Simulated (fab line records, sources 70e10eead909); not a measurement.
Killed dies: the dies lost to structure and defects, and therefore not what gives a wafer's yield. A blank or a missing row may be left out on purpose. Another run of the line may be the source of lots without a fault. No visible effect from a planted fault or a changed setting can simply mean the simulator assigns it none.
Matching of chambers -- flow nand harc -- NHARC_A_STAIRCASE_DEP_301 on pecvd-02: 3 sister chambers
The step deposits SiON, target thk 30 nm. 16 wafers are shown with their chamber, then 8 later ones without.

== EACH WAFER AND ITS CHAMBER ==
wafer,chamber,heater power w (W),rf fwd power W (W)
L074.1,2,791,348.2
L074.3,1,606,348.4
L074.6,2,797,347.0
L082.1,1,613,347.5
L082.4,1,618,346.4
L082.6,0,985,348.0
L083.2,2,923,348.1
L083.3,0,996,349.7
L083.6,2,936,346.2
L086.2,1,634,347.7
L086.4,2,878,348.8
L086.5,0,992,348.2
L088.3,1,550,349.3
L088.4,0,951,349.5
L088.6,1,538,347.1
L091.1,2,891,348.7

SIGNATURES, as means of the wafers listed above
reading,chamber 0,chamber 1,chamber 2,scatter within a chamber
heater power w,981.00,593.17,869.33,46.6
rf fwd power W,348.850,347.733,347.833,0.987
Rule: for a wafer and a chamber, the distance is found by dividing, reading by reading, the gap between the wafer's reading and the chamber's mean by the reading's scatter, squaring, summing and taking the root. If the next closest chamber is less than 2 further off than the closest, the wafer can't be placed; otherwise it belongs to the closest. The scatter: take each reading less its chamber's mean, square it, sum over the shown wafers, divide by the number of wafers less the number of chambers, and take the root.

== WAFERS WITHOUT THEIR CHAMBER ==
wafer,heater power w (W),rf fwd power W (W)
L091.3,627,347.6
L091.4,608,347.4
L090.4,597,347.6
L090.5,837,348.6
L090.6,958,349.3
L095.1,880,349.1
L095.4,604,347.3
L095.5,801,348.8

== THE CHAMBER EACH PASSED THROUGH ==
wafer,from the rows above,in truth
L091.3,1,1
L091.4,1,1
L090.4,1,1
L090.5,2,2
L090.6,can't be placed: 0 or 2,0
L095.1,can't be placed: 2 or 0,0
L095.4,1,1
L095.5,2,2
6 of 8 placed correctly. From these rows, 2 cannot be placed; in 2 the true chamber is one of the candidates. 0 placed wrongly.
